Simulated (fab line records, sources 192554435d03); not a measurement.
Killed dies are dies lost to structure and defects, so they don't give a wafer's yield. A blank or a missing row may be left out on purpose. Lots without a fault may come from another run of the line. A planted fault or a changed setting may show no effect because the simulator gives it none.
Tool commonality check | flow n5_finfet | 10 lots, 30 wafers sampled

WHY IT WAS OPENED
At N5_BEOL_M11_OVL_MEAS_12 the reading M11_OVL is flagged on 2 of 10 lots. Wafers without a fault read 0.4 nm, standard deviation 0.81.
Rule: a lot is flagged when every wafer of it that has a number lies more than 4 standard deviations from that mean, or none has a number. The other lots count as sound.

lot  | measured     | on         | M11_OVL (nm), wafer by wafer | flag
L485 | day 11 03:20 | overlay-02 | 0.7 1.4 2.8                  |
L483 | day 11 03:23 | overlay-01 | -0.2 -0.2 1.9                |
L487 | day 11 15:35 | overlay-01 | -0.1 0.4 1.6                 |
L496 | day 14 03:48 | overlay-02 | 17.8 18.5 18.0               | FLAGGED
L497 | day 14 18:56 | overlay-01 | 18.1 18.6 18.9               | FLAGGED
L500 | day 15 00:15 | overlay-01 | 0.7 0.1 0.7                  |
L502 | day 15 04:14 | overlay-02 | -1.3 -0.9 -0.4               |
L503 | day 15 20:24 | overlay-02 | -0.8 1.4 0.1                 |
L504 | day 16 08:28 | overlay-01 | 1.2 1.0 1.0                  |
L505 | day 16 14:22 | overlay-02 | 1.1 0.4 -0.9                 |
The numbers of the flagged lots are 18.3 nm on average: +17.9 nm against the usual, or +22 standard deviations.

WHICH TOOL RAN EACH LOT
The record holds 2 process steps before the reading, out of a route of 1938 steps. In each cell: the tool, then ch and the chambers that the sampled wafers went through, then the start.
lot  | flag    | N5_BEOL_M10_SURFACE_TREAT_76 | N5_BEOL_M11_EXPOSE_08
L485 |         | pvd_sputter-03, day 10 23:05 | arfi_scanner-01 ch 0, day 11 03:11
L483 |         | pvd_sputter-03, day 10 23:50 | arfi_scanner-01 ch 0, day 11 03:14
L487 |         | pvd_sputter-02, day 11 12:16 | arfi_scanner-02 ch 0, day 11 15:26
L496 | FLAGGED | pvd_sputter-01, day 13 23:47 | arfi_scanner-01 ch 0, day 14 03:38
L497 | FLAGGED | pvd_sputter-03, day 14 15:28 | arfi_scanner-01 ch 0, day 14 18:48
L500 |         | pvd_sputter-01, day 14 21:17 | arfi_scanner-02 ch 0, day 15 00:06
L502 |         | pvd_sputter-03, day 14 23:20 | arfi_scanner-03 ch 0, day 15 04:04
L503 |         | pvd_sputter-02, day 15 16:16 | arfi_scanner-03 ch 0, day 15 20:15
L504 |         | pvd_sputter-02, day 16 02:53 | arfi_scanner-02 ch 0, day 16 08:20
L505 |         | pvd_sputter-03, day 16 08:40 | arfi_scanner-03 ch 0, day 16 14:13
What these steps do:
- N5_BEOL_M10_SURFACE_TREAT_76
- N5_BEOL_M11_EXPOSE_08: exposes mask M11.
- N5_BEOL_M11_OVL_MEAS_12

FLAGGED OVER TOTAL, TOOL BY TOOL (the gauges that took the reading come last)
step                         | tool            | lots run | flagged | share of the flagged lots | sound lots run after its first flagged lot
N5_BEOL_M10_SURFACE_TREAT_76 | pvd_sputter-01  | 2        | 1       | some                      | 1 (L500)
N5_BEOL_M10_SURFACE_TREAT_76 | pvd_sputter-02  | 3        | 0       | none                      | -
N5_BEOL_M10_SURFACE_TREAT_76 | pvd_sputter-03  | 5        | 1       | some                      | 2 (L502,L505)
N5_BEOL_M11_EXPOSE_08        | arfi_scanner-01 | 4        | 2       | all                       | 0
N5_BEOL_M11_EXPOSE_08        | arfi_scanner-02 | 3        | 0       | none                      | -
N5_BEOL_M11_EXPOSE_08        | arfi_scanner-03 | 3        | 0       | none                      | -
N5_BEOL_M11_OVL_MEAS_12      | overlay-01      | 5        | 1       | some                      | 2 (L500,L504)
N5_BEOL_M11_OVL_MEAS_12      | overlay-02      | 5        | 1       | some                      | 3 (L502,L503,L505)

WHAT THE TABLE ALLOWS
1 row of the table ran every flagged lot: arfi_scanner-01 at N5_BEOL_M11_EXPOSE_08.
- arfi_scanner-01 at N5_BEOL_M11_EXPOSE_08: 2 of its 4 lots flagged. Its last sound lot is L483 (day 11 03:14), its first flagged lot L496 (day 14 03:38): a fault that began between those two fits.
One tool is left: arfi_scanner-01 at N5_BEOL_M11_EXPOSE_08.

WHAT THE SIMULATOR HAD PUT IN
Scanner matching overlay: arfi_scanner-01, from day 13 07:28 on, at N5_BEOL_M11_EXPOSE_08. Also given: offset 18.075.
Lots struck among those shown: L496, L497. The rule above found the same.
